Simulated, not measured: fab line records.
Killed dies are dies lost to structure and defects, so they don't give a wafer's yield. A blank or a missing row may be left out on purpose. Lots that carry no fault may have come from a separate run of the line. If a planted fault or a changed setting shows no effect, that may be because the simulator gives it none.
Which tool is to blame? || flow nandHarc || 14 lots with 42 wafers sampled at 3 steps, on a route of 1302 steps

== WHAT EACH GAUGE READ, for each wafer ==
NHARC_A_BONDPAD_INSPECT_23.
{"lot": "L377", "measured": "day 23 09:38", "on": "defectInspect-01", "rawDefectCount": "412 430 414"}
{"lot": "L379", "measured": "day 23 16:17", "on": "defectInspect-02", "rawDefectCount": "557 443 539"}
{"lot": "L382", "measured": "day 25 18:29", "on": "defectInspect-02", "rawDefectCount": "425 398 481"}
{"lot": "L387", "measured": "day 27 02:22", "on": "defectInspect-02", "rawDefectCount": "431 551 368"}
{"lot": "L390", "measured": "day 28 15:28", "on": "defectInspect-02", "rawDefectCount": "391 467 324"}
{"lot": "L392", "measured": "day 29 02:39", "on": "defectInspect-01", "rawDefectCount": "412 484 460"}
{"lot": "L391", "measured": "day 29 06:03", "on": "defectInspect-01", "rawDefectCount": "533 635 558"}
{"lot": "L394", "measured": "day 30 16:06", "on": "defectInspect-02", "rawDefectCount": "513 479 572"}
{"lot": "L395", "measured": "day 30 19:58", "on": "defectInspect-01", "rawDefectCount": "552 483 590"}
{"lot": "L396", "measured": "day 31 08:02", "on": "defectInspect-02", "rawDefectCount": "507 637 395"}
{"lot": "L397", "measured": "day 31 11:54", "on": "defectInspect-02", "rawDefectCount": "416 523 562"}
{"lot": "L398", "measured": "day 31 23:52", "on": "defectInspect-02", "rawDefectCount": "447 590 615"}
{"lot": "L399", "measured": "day 32 18:13", "on": "defectInspect-02", "rawDefectCount": "630 556 619"}
{"lot": "L400", "measured": "day 33 03:38", "on": "defectInspect-02", "rawDefectCount": "660 575 523"}

== TOOL THAT RAN EACH LOT (tool first, then ch and the chambers of the sampled wafers, then the start) ==
{"lot": "L377", "NHARC_A_BONDPAD_PVD_17": "pvdSputter-01, day 23 08:44 or earlier", "NHARC_A_BONDPAD_ANNEAL_28": "rtpAnneal-02 ch 0, day 23 08:44"}
{"lot": "L379", "NHARC_A_BONDPAD_PVD_17": "pvdSputter-02, day 23 15:31 or earlier", "NHARC_A_BONDPAD_ANNEAL_28": "rtpAnneal-02 ch 0, day 23 15:31"}
{"lot": "L382", "NHARC_A_BONDPAD_PVD_17": "pvdSputter-01, day 25 17:45 or earlier", "NHARC_A_BONDPAD_ANNEAL_28": "rtpAnneal-02 ch 0, day 25 17:45"}
{"lot": "L387", "NHARC_A_BONDPAD_PVD_17": "pvdSputter-01, day 27 01:33 or earlier", "NHARC_A_BONDPAD_ANNEAL_28": "rtpAnneal-01 ch 0, day 27 01:33"}
{"lot": "L390", "NHARC_A_BONDPAD_PVD_17": "pvdSputter-03, day 28 14:38 or earlier", "NHARC_A_BONDPAD_ANNEAL_28": "rtpAnneal-02 ch 0, day 28 14:38"}
{"lot": "L392", "NHARC_A_BONDPAD_PVD_17": "pvdSputter-02, day 29 01:46 or earlier", "NHARC_A_BONDPAD_ANNEAL_28": "rtpAnneal-02 ch 0, day 29 01:46"}
{"lot": "L391", "NHARC_A_BONDPAD_PVD_17": "pvdSputter-01, day 29 05:13 or earlier", "NHARC_A_BONDPAD_ANNEAL_28": "rtpAnneal-02 ch 0, day 29 05:13"}
{"lot": "L394", "NHARC_A_BONDPAD_PVD_17": "pvdSputter-02, day 30 15:14 or earlier", "NHARC_A_BONDPAD_ANNEAL_28": "rtpAnneal-01 ch 0, day 30 15:14"}
{"lot": "L395", "NHARC_A_BONDPAD_PVD_17": "pvdSputter-02, day 30 19:04 or earlier", "NHARC_A_BONDPAD_ANNEAL_28": "rtpAnneal-01 ch 0, day 30 19:04"}
{"lot": "L396", "NHARC_A_BONDPAD_PVD_17": "pvdSputter-02, day 31 07:10 or earlier", "NHARC_A_BONDPAD_ANNEAL_28": "rtpAnneal-02 ch 0, day 31 07:10"}
{"lot": "L397", "NHARC_A_BONDPAD_PVD_17": "pvdSputter-02, day 31 11:08 or earlier", "NHARC_A_BONDPAD_ANNEAL_28": "rtpAnneal-02 ch 0, day 31 11:08"}
{"lot": "L398", "NHARC_A_BONDPAD_PVD_17": "pvdSputter-01, day 31 23:00 or earlier", "NHARC_A_BONDPAD_ANNEAL_28": "rtpAnneal-02 ch 0, day 31 23:00"}
{"lot": "L399", "NHARC_A_BONDPAD_PVD_17": "pvdSputter-03, day 32 03:32 or earlier", "NHARC_A_BONDPAD_ANNEAL_28": "rtpAnneal-01 ch 0, day 32 03:32"}
{"lot": "L400", "NHARC_A_BONDPAD_PVD_17": "pvdSputter-01, day 33 02:44 or earlier", "NHARC_A_BONDPAD_ANNEAL_28": "rtpAnneal-01 ch 0, day 33 02:44"}
- NHARC_A_BONDPAD_PVD_17: deposits TaN, target thk 5 nm, time 8.06 s.
- NHARC_A_BONDPAD_ANNEAL_28: time 90 s.

== AS READ BY THE TOOLS THEMSELVES (means over the sampled wafers that have a number; for cases with no such wafer, the mark the record gives instead) ==
NHARC_A_BONDPAD_PVD_17.
{"lot": "L377", "tool": "pvdSputter-01", "chamberPressurePa (Pa)": 0.11997, "throttleValvePct (%)": 31.0}
{"lot": "L379", "tool": "pvdSputter-02", "chamberPressurePa (Pa)": 0.12012, "throttleValvePct (%)": 30.0}
{"lot": "L382", "tool": "pvdSputter-01", "chamberPressurePa (Pa)": 0.12005, "throttleValvePct (%)": 29.8}
{"lot": "L387", "tool": "pvdSputter-01", "chamberPressurePa (Pa)": 0.12015, "throttleValvePct (%)": 29.9}
{"lot": "L390", "tool": "pvdSputter-03", "chamberPressurePa (Pa)": 0.11993, "throttleValvePct (%)": 30.3}
{"lot": "L392", "tool": "pvdSputter-02", "chamberPressurePa (Pa)": 0.11991, "throttleValvePct (%)": 30.5}
{"lot": "L391", "tool": "pvdSputter-01", "chamberPressurePa (Pa)": 0.12014, "throttleValvePct (%)": 30.7}
{"lot": "L394", "tool": "pvdSputter-02", "chamberPressurePa (Pa)": 0.12032, "throttleValvePct (%)": 29.7}
{"lot": "L395", "tool": "pvdSputter-02", "chamberPressurePa (Pa)": 0.12001, "throttleValvePct (%)": 29.1}
{"lot": "L396", "tool": "pvdSputter-02", "chamberPressurePa (Pa)": 0.12004, "throttleValvePct (%)": 28.8}
{"lot": "L397", "tool": "pvdSputter-02", "chamberPressurePa (Pa)": 0.12001, "throttleValvePct (%)": 30.5}
{"lot": "L398", "tool": "pvdSputter-01", "chamberPressurePa (Pa)": 0.12001, "throttleValvePct (%)": 29.8}
{"lot": "L399", "tool": "pvdSputter-03", "chamberPressurePa (Pa)": 0.11991, "throttleValvePct (%)": 29.3}
{"lot": "L400", "tool": "pvdSputter-01", "chamberPressurePa (Pa)": 0.12004, "throttleValvePct (%)": 30.8}

NHARC_A_BONDPAD_ANNEAL_28.
{"lot": "L377", "tool": "rtpAnneal-02", "annealTempCMax": 226.05, "wafer_temp_C_max": 225.69}
{"lot": "L379", "tool": "rtpAnneal-02", "annealTempCMax": 226.31, "wafer_temp_C_max": 225.65}
{"lot": "L382", "tool": "rtpAnneal-02", "annealTempCMax": 226.17, "wafer_temp_C_max": 225.62}
{"lot": "L387", "tool": "rtpAnneal-01", "annealTempCMax": 225.80, "wafer_temp_C_max": 226.37}
{"lot": "L390", "tool": "rtpAnneal-02", "annealTempCMax": 226.07, "wafer_temp_C_max": 225.57}
{"lot": "L392", "tool": "rtpAnneal-02", "annealTempCMax": 226.62, "wafer_temp_C_max": 225.96}
{"lot": "L391", "tool": "rtpAnneal-02", "annealTempCMax": 226.69, "wafer_temp_C_max": 226.02}
{"lot": "L394", "tool": "rtpAnneal-01", "annealTempCMax": 226.24, "wafer_temp_C_max": 226.24}
{"lot": "L395", "tool": "rtpAnneal-01", "annealTempCMax": 226.40, "wafer_temp_C_max": 226.13}
{"lot": "L396", "tool": "rtpAnneal-02", "annealTempCMax": 226.18, "wafer_temp_C_max": 225.57}
{"lot": "L397", "tool": "rtpAnneal-02", "annealTempCMax": 226.16, "wafer_temp_C_max": 225.72}
{"lot": "L398", "tool": "rtpAnneal-02", "annealTempCMax": 226.49, "wafer_temp_C_max": 225.95}
{"lot": "L399", "tool": "rtpAnneal-01", "annealTempCMax": 226.31, "wafer_temp_C_max": 226.09}
{"lot": "L400", "tool": "rtpAnneal-01", "annealTempCMax": 226.10, "wafer_temp_C_max": 226.22}

== THE ANSWER, worked out from the rows above alone ==
Rule: the lots themselves supply what counts as usual. Put in order of their means at a reading, lots are off if they are a third of the lots or fewer, leave a main group of 4 or more, and stand apart from it by a gap of 3 or more times the standard deviation of the main group's means; of several such gaps the widest counts. The tables above print the reading to a certain number of digits; a main group whose means all agree to those digits is not used. Also off: a lot with no number at a reading for which 4 or more lots have one. Where the step has rows for the other lots, those lots are counted as sound. The gauges are gone through in route order, then the tools' own readings, and for those a lot's mean is taken as printed above. At the first step where some lot is off, the reading lying furthest off is the one used; lots without a number count as furthest.
Across all readings shown, no lot is off: no conclusion can be drawn from this.

== WHAT WAS PUT IN BY THE SIMULATOR ==
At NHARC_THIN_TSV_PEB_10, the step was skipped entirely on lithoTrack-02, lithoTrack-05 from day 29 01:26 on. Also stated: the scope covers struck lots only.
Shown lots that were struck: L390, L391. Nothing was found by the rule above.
